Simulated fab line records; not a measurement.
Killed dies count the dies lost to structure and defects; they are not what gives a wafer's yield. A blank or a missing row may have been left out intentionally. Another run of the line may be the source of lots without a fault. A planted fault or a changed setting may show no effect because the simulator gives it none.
Which of the tools did it? || flow n5 finfet || 11 lots with 33 wafers sampled at 5 steps, on a route of 1938 steps

== WHAT THE GAUGES READ, wafer by wafer ==
N5_BEOL_M4_THK_MEAS_53: measures by xrf.
{"lot": "L279", "measured": "day 7 21:47", "on": "film metro-02", "M4_THK (nm)": "39.6 38.3 40.4"}
{"lot": "L281", "measured": "day 8 12:15", "on": "film metro-02", "M4_THK (nm)": "39.5 38.9 42.9"}
{"lot": "L282", "measured": "day 8 14:14", "on": "film metro-02", "M4_THK (nm)": "40.6 38.7 40.1"}
{"lot": "L283", "measured": "day 8 21:09", "on": "film metro-02", "M4_THK (nm)": "40.2 39.5 39.0"}
{"lot": "L285", "measured": "day 9 19:56", "on": "film metro-01", "M4_THK (nm)": "41.0 39.1 39.5"}
{"lot": "L287", "measured": "day 10 03:18", "on": "film metro-02", "M4_THK (nm)": "38.1 39.7 40.7"}
{"lot": "L290", "measured": "day 11 02:59", "on": "film metro-02", "M4_THK (nm)": "41.1 41.1 41.7"}
{"lot": "L294", "measured": "day 12 00:38", "on": "film metro-01", "M4_THK (nm)": "40.2 42.7 39.1"}
{"lot": "L295", "measured": "day 12 07:09", "on": "film metro-01", "M4_THK (nm)": "42.8 39.6 41.8"}
{"lot": "L297", "measured": "day 12 13:02", "on": "film metro-01", "M4_THK (nm)": "40.8 39.9 40.2"}
{"lot": "L298", "measured": "day 12 09:52", "on": "film metro-02", "M4_THK (nm)": "41.5 41.6 40.8"}

N5_BEOL_M4_RS_MEAS_58: a four-point-probe measurement.
{"lot": "L279", "measured": "day 7 22:02", "on": "film metro-02", "M4_RS (ohm/sq)": "0.69 0.72 0.67"}
{"lot": "L281", "measured": "day 8 12:32", "on": "film metro-02", "M4_RS (ohm/sq)": "0.69 0.70 0.62"}
{"lot": "L282", "measured": "day 8 14:31", "on": "film metro-02", "M4_RS (ohm/sq)": "0.66 0.70 0.67"}
{"lot": "L283", "measured": "day 8 21:25", "on": "film metro-02", "M4_RS (ohm/sq)": "0.67 0.69 0.70"}
{"lot": "L285", "measured": "day 9 20:12", "on": "film metro-02", "M4_RS (ohm/sq)": "0.66 0.70 0.69"}
{"lot": "L287", "measured": "day 10 03:34", "on": "film metro-01", "M4_RS (ohm/sq)": "0.73 0.68 0.66"}
{"lot": "L290", "measured": "day 11 03:14", "on": "film metro-02", "M4_RS (ohm/sq)": "0.66 0.65 0.64"}
{"lot": "L294", "measured": "day 12 00:54", "on": "film metro-02", "M4_RS (ohm/sq)": "0.67 0.62 0.69"}
{"lot": "L295", "measured": "day 12 07:25", "on": "film metro-01", "M4_RS (ohm/sq)": "0.63 0.70 0.65"}
{"lot": "L297", "measured": "day 12 13:17", "on": "film metro-02", "M4_RS (ohm/sq)": "0.67 0.69 0.67"}
{"lot": "L298", "measured": "day 12 10:19", "on": "film metro-02", "M4_RS (ohm/sq)": "0.64 0.64 0.65"}

N5_BEOL_M4_RC_MEAS_101.
{"lot": "L279", "measured": "day 7 22:33", "on": "prober-02", "DIBL_N (mV/V)": "33.8 35.2 33.9", "DIBL_P (mV/V)": "32.6 34.7 32.7", "IOFF_N (nA/um)": "0.12 0.15 0.13", "IOFF_P (nA/um)": "0.15 0.20 0.16", "IOFF_P_LIN (nA/um)": "0.077 0.097 0.081", "IOFF_P_LONG (nA/um)": "0.0001 0.000105 0.000103", "ION_N (uA/um)": "655 672 659", "ION_P (uA/um)": "446 457 447", "SS_N (mV/dec)": "71.0 71.0 70.7", "SS_P (mV/dec)": "72.9 73.3 71.9", "VT_N (mV)": "253 248 253", "VT_N_LVT (mV)": "104 99 102", "VT_P (mV)": "-257 -250 -255", "VT_P_LONG (mV)": "-274.9 -274.4 -276.8"}
{"lot": "L281", "measured": "day 8 12:54", "on": "prober-01", "DIBL_N (mV/V)": "34.9 37.1 34.9", "DIBL_P (mV/V)": "36.3 39.6 36.8", "IOFF_N (nA/um)": "0.16 0.19 0.16", "IOFF_P (nA/um)": "0.17 0.23 0.18", "IOFF_P_LIN (nA/um)": "0.085 0.105 0.089", "IOFF_P_LONG (nA/um)": "9.1e-05 9.1e-05 9.1e-05", "ION_N (uA/um)": "684 679 673", "ION_P (uA/um)": "455 464 457", "SS_N (mV/dec)": "71.6 71.9 71.8", "SS_P (mV/dec)": "73.8 74.0 72.7", "VT_N (mV)": "249 246 249", "VT_N_LVT (mV)": "98 95 99", "VT_P (mV)": "-252 -251 -255", "VT_P_LONG (mV)": "-279.5 -278.6 -280.2"}
{"lot": "L282", "measured": "day 8 14:43", "on": "prober-02", "DIBL_N (mV/V)": "40.8 37.6 37.2", "DIBL_P (mV/V)": "41.5 38.2 36.6", "IOFF_N (nA/um)": "0.23 0.17 0.15", "IOFF_P (nA/um)": "0.26 0.20 0.18", "IOFF_P_LIN (nA/um)": "0.110 0.092 0.088", "IOFF_P_LONG (nA/um)": "0.0001 9.6e-05 9.8e-05", "ION_N (uA/um)": "683 688 675", "ION_P (uA/um)": "462 465 454", "SS_N (mV/dec)": "72.8 71.1 71.1", "SS_P (mV/dec)": "74.2 73.7 73.3", "VT_N (mV)": "245 248 251", "VT_N_LVT (mV)": "92 96 97", "VT_P (mV)": "-250 -253 -255", "VT_P_LONG (mV)": "-279.2 -279.4 -279.2"}
{"lot": "L283", "measured": "day 8 21:28", "on": "prober-01", "DIBL_N (mV/V)": "37.0 38.6 36.6", "DIBL_P (mV/V)": "36.2 39.5 36.2", "IOFF_N (nA/um)": "0.16 0.19 0.15", "IOFF_P (nA/um)": "0.20 0.25 0.20", "IOFF_P_LIN (nA/um)": "0.098 0.116 0.099", "IOFF_P_LONG (nA/um)": "0.000102 0.000112 0.000105", "ION_N (uA/um)": "671 691 676", "ION_P (uA/um)": "458 474 469", "SS_N (mV/dec)": "71.6 71.3 70.8", "SS_P (mV/dec)": "73.5 74.3 73.4", "VT_N (mV)": "247 247 249", "VT_N_LVT (mV)": "97 96 99", "VT_P (mV)": "-251 -247 -248", "VT_P_LONG (mV)": "-275.9 -274.5 -274.9"}
{"lot": "L285", "measured": "day 9 20:15", "on": "prober-02", "DIBL_N (mV/V)": "35.0 35.7 33.9", "DIBL_P (mV/V)": "35.6 36.2 34.9", "IOFF_N (nA/um)": "0.13 0.15 0.13", "IOFF_P (nA/um)": "0.19 0.20 0.18", "IOFF_P_LIN (nA/um)": "0.093 0.095 0.090", "IOFF_P_LONG (nA/um)": "0.000108 0.000102 0.000108", "ION_N (uA/um)": "667 678 675", "ION_P (uA/um)": "465 467 463", "SS_N (mV/dec)": "70.8 71.3 70.9", "SS_P (mV/dec)": "73.1 73.9 72.5", "VT_N (mV)": "249 249 251", "VT_N_LVT (mV)": "102 100 101", "VT_P (mV)": "-251 -253 -251", "VT_P_LONG (mV)": "-271.9 -273.3 -273.9"}
{"lot": "L287", "measured": "day 10 03:37", "on": "prober-02", "DIBL_N (mV/V)": "35.0 35.3 36.3", "DIBL_P (mV/V)": "34.7 34.6 35.7", "IOFF_N (nA/um)": "0.15 0.16 0.16", "IOFF_P (nA/um)": "0.20 0.20 0.21", "IOFF_P_LIN (nA/um)": "0.097 0.099 0.100", "IOFF_P_LONG (nA/um)": "0.000102 0.000102 0.000105", "ION_N (uA/um)": "676 677 678", "ION_P (uA/um)": "462 465 462", "SS_N (mV/dec)": "71.1 70.5 71.2", "SS_P (mV/dec)": "73.3 72.5 73.3", "VT_N (mV)": "247 246 250", "VT_N_LVT (mV)": "97 96 97", "VT_P (mV)": "-251 -251 -251", "VT_P_LONG (mV)": "-276.0 -276.3 -272.2"}
{"lot": "L290", "measured": "day 11 03:36", "on": "prober-02", "DIBL_N (mV/V)": "35.7 35.7 38.2", "DIBL_P (mV/V)": "35.2 35.7 37.1", "IOFF_N (nA/um)": "0.16 0.16 0.19", "IOFF_P (nA/um)": "0.19 0.20 0.22", "IOFF_P_LIN (nA/um)": "0.095 0.097 0.102", "IOFF_P_LONG (nA/um)": "0.000107 0.00011 0.000109", "ION_N (uA/um)": "669 676 681", "ION_P (uA/um)": "458 461 461", "SS_N (mV/dec)": "71.8 71.6 71.7", "SS_P (mV/dec)": "72.9 73.1 73.4", "VT_N (mV)": "249 248 249", "VT_N_LVT (mV)": "95 96 95", "VT_P (mV)": "-252 -251 -252", "VT_P_LONG (mV)": "-276.4 -276.0 -274.8"}
{"lot": "L294", "measured": "day 12 01:16", "on": "prober-01", "DIBL_N (mV/V)": "40.2 37.8 39.1", "DIBL_P (mV/V)": "40.1 37.4 38.9", "IOFF_N (nA/um)": "0.24 0.18 0.21", "IOFF_P (nA/um)": "0.16 0.13 0.14", "IOFF_P_LIN (nA/um)": "0.071 0.060 0.064", "IOFF_P_LONG (nA/um)": "7e-05 6.8e-05 7e-05", "ION_N (uA/um)": "688 676 697", "ION_P (uA/um)": "445 440 443", "SS_N (mV/dec)": "72.0 71.6 71.6", "SS_P (mV/dec)": "74.4 73.7 73.2", "VT_N (mV)": "245 248 248", "VT_N_LVT (mV)": "78 81 79", "VT_P (mV)": "-262 -264 -266", "VT_P_LONG (mV)": "-289.3 -292.4 -289.9"}
{"lot": "L295", "measured": "day 12 07:37", "on": "prober-01", "DIBL_N (mV/V)": "37.7 37.1 39.5", "DIBL_P (mV/V)": "37.5 35.6 39.6", "IOFF_N (nA/um)": "0.17 0.15 0.21", "IOFF_P (nA/um)": "0.13 0.11 0.15", "IOFF_P_LIN (nA/um)": "0.063 0.056 0.069", "IOFF_P_LONG (nA/um)": "7.4e-05 7.9e-05 8.1e-05", "ION_N (uA/um)": "673 669 696", "ION_P (uA/um)": "438 441 445", "SS_N (mV/dec)": "71.4 71.1 72.2", "SS_P (mV/dec)": "72.9 72.3 73.2", "VT_N (mV)": "249 249 247", "VT_N_LVT (mV)": "82 84 78", "VT_P (mV)": "-263 -264 -261", "VT_P_LONG (mV)": "-289.2 -289.5 -290.0"}
{"lot": "L297", "measured": "day 12 13:29", "on": "prober-02", "DIBL_N (mV/V)": "40.0 36.9 39.5", "DIBL_P (mV/V)": "40.3 36.2 38.5", "IOFF_N (nA/um)": "0.22 0.15 0.20", "IOFF_P (nA/um)": "0.16 0.12 0.14", "IOFF_P_LIN (nA/um)": "0.072 0.059 0.066", "IOFF_P_LONG (nA/um)": "8e-05 7.3e-05 8.1e-05", "ION_N (uA/um)": "685 675 675", "ION_P (uA/um)": "450 442 442", "SS_N (mV/dec)": "72.0 72.0 72.9", "SS_P (mV/dec)": "73.7 73.0 73.1", "VT_N (mV)": "245 251 247", "VT_N_LVT (mV)": "79 84 80", "VT_P (mV)": "-261 -265 -262", "VT_P_LONG (mV)": "-291.4 -289.8 -287.3"}
{"lot": "L298", "measured": "day 12 10:23", "on": "prober-02", "DIBL_N (mV/V)": "37.5 36.0 36.7", "DIBL_P (mV/V)": "38.0 36.8 37.7", "IOFF_N (nA/um)": "0.20 0.18 0.19", "IOFF_P (nA/um)": "0.29 0.27 0.30", "IOFF_P_LIN (nA/um)": "0.133 0.129 0.137", "IOFF_P_LONG (nA/um)": "0.000125 0.000132 0.00013", "ION_N (uA/um)": "688 694 692", "ION_P (uA/um)": "475 482 478", "SS_N (mV/dec)": "72.0 71.0 71.7", "SS_P (mV/dec)": "73.8 73.5 73.9", "VT_N (mV)": "246 246 248", "VT_N_LVT (mV)": "92 92 92", "VT_P (mV)": "-242 -243 -241", "VT_P_LONG (mV)": "-268.9 -267.0 -271.2"}

== WHAT TOOL EACH LOT RAN ON (gives the tool, then ch and the chambers of the sampled wafers, and finally the start) ==
{"lot": "L279", "N5_HKMG_FIN_RTA_80": "rtp anneal-02 ch 0, day 4 01:35", "N5_BEOL_M4_SPUTTER_94": "pvd sputter-01, day 7 20:45"}
{"lot": "L281", "N5_HKMG_FIN_RTA_80": "rtp anneal-01 ch 0, day 4 14:23", "N5_BEOL_M4_SPUTTER_94": "pvd sputter-03, day 8 11:14"}
{"lot": "L282", "N5_HKMG_FIN_RTA_80": "rtp anneal-01 ch 0, day 4 20:46", "N5_BEOL_M4_SPUTTER_94": "pvd sputter-03, day 8 13:05"}
{"lot": "L283", "N5_HKMG_FIN_RTA_80": "rtp anneal-02 ch 0, day 5 02:56", "N5_BEOL_M4_SPUTTER_94": "pvd sputter-03, day 8 20:08"}
{"lot": "L285", "N5_HKMG_FIN_RTA_80": "rtp anneal-02 ch 0, day 5 14:41", "N5_BEOL_M4_SPUTTER_94": "pvd sputter-03, day 9 18:47"}
{"lot": "L287", "N5_HKMG_FIN_RTA_80": "rtp anneal-02 ch 0, day 6 01:47", "N5_BEOL_M4_SPUTTER_94": "pvd sputter-03, day 10 02:17"}
{"lot": "L290", "N5_HKMG_FIN_RTA_80": "rtp anneal-02 ch 0, day 6 21:36", "N5_BEOL_M4_SPUTTER_94": "pvd sputter-03, day 11 01:58"}
{"lot": "L294", "N5_HKMG_FIN_RTA_80": "rtp anneal-02 ch 0, day 7 18:07", "N5_BEOL_M4_SPUTTER_94": "pvd sputter-02, day 11 23:37"}
{"lot": "L295", "N5_HKMG_FIN_RTA_80": "rtp anneal-02 ch 0, day 8 04:55", "N5_BEOL_M4_SPUTTER_94": "pvd sputter-01, day 12 05:34"}
{"lot": "L297", "N5_HKMG_FIN_RTA_80": "rtp anneal-02 ch 0, day 8 14:32", "N5_BEOL_M4_SPUTTER_94": "pvd sputter-02, day 12 12:01"}
{"lot": "L298", "N5_HKMG_FIN_RTA_80": "rtp anneal-01 ch 0, day 8 16:41", "N5_BEOL_M4_SPUTTER_94": "pvd sputter-02, day 12 08:17"}
- N5_HKMG_FIN_RTA_80: time 2 s.
- N5_BEOL_M4_SPUTTER_94: material Cu, target thk 4.5 nm, time 8.29 s.

== AS READ BY THE TOOLS THEMSELVES (means over the sampled wafers that have a number; for cases with no such wafer, the mark the record gives instead) ==
N5_BEOL_M4_SPUTTER_94.
{"lot": "L279", "tool": "pvd sputter-01", "throttle valve pct (%)": 28.7}
{"lot": "L281", "tool": "pvd sputter-03", "throttle valve pct (%)": 30.3}
{"lot": "L282", "tool": "pvd sputter-03", "throttle valve pct (%)": 30.8}
{"lot": "L283", "tool": "pvd sputter-03", "throttle valve pct (%)": 30.8}
{"lot": "L285", "tool": "pvd sputter-03", "throttle valve pct (%)": 30.8}
{"lot": "L287", "tool": "pvd sputter-03", "throttle valve pct (%)": 30.3}
{"lot": "L290", "tool": "pvd sputter-03", "throttle valve pct (%)": 30.8}
{"lot": "L294", "tool": "pvd sputter-02", "throttle valve pct (%)": 30.8}
{"lot": "L295", "tool": "pvd sputter-01", "throttle valve pct (%)": 29.1}
{"lot": "L297", "tool": "pvd sputter-02", "throttle valve pct (%)": 31.0}
{"lot": "L298", "tool": "pvd sputter-02", "throttle valve pct (%)": 31.0}

== THE ANSWER, worked out from the rows above alone ==
Rule: usual is defined by the lots themselves. The widest of any qualifying gaps counts: lots, ordered by their means at a reading, are off when they make up no more than a third of the lots, leave a main group of 4 or more, and stand apart from it by 3 or more times the standard deviation of that group's means. Not used: any main group whose means are identical at the precision the tables above print for the reading. Also off: a lot with no number at a reading for which 4 or more lots have one. Where the step has rows for the other lots, those lots are counted as sound. After the gauges, taken in route order, come the tools' own readings; for these a lot's mean is taken, as printed above. At the first step where some lot is off, the reading lying furthest off is the one used; lots without a number count as furthest.
Off: L294, L295, L297, seen at N5_BEOL_M4_RC_MEAS_101 (VT_N_LVT). The main group: mean 97 mV, standard deviation 3.
A tool fits if, at a process step before that reading, it ran every lot that is off, and no sound lot after the first of them. Those tools and the gauges at N5_BEOL_M4_RC_MEAS_101 are tried in the same way. One fits: rtp anneal-02 at N5_HKMG_FIN_RTA_80. A fault onset in the window from L290 (day 6 21:36, its last sound lot) to L294 (day 7 18:07, its first lot off) fits.

== WHAT THE SIMULATOR HAD INSERTED ==
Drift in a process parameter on rtp anneal-02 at N5_HKMG_FIN_RTA_80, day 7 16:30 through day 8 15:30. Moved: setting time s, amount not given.
Struck lots among those shown: L294, L295, L297. The rule above found the same.
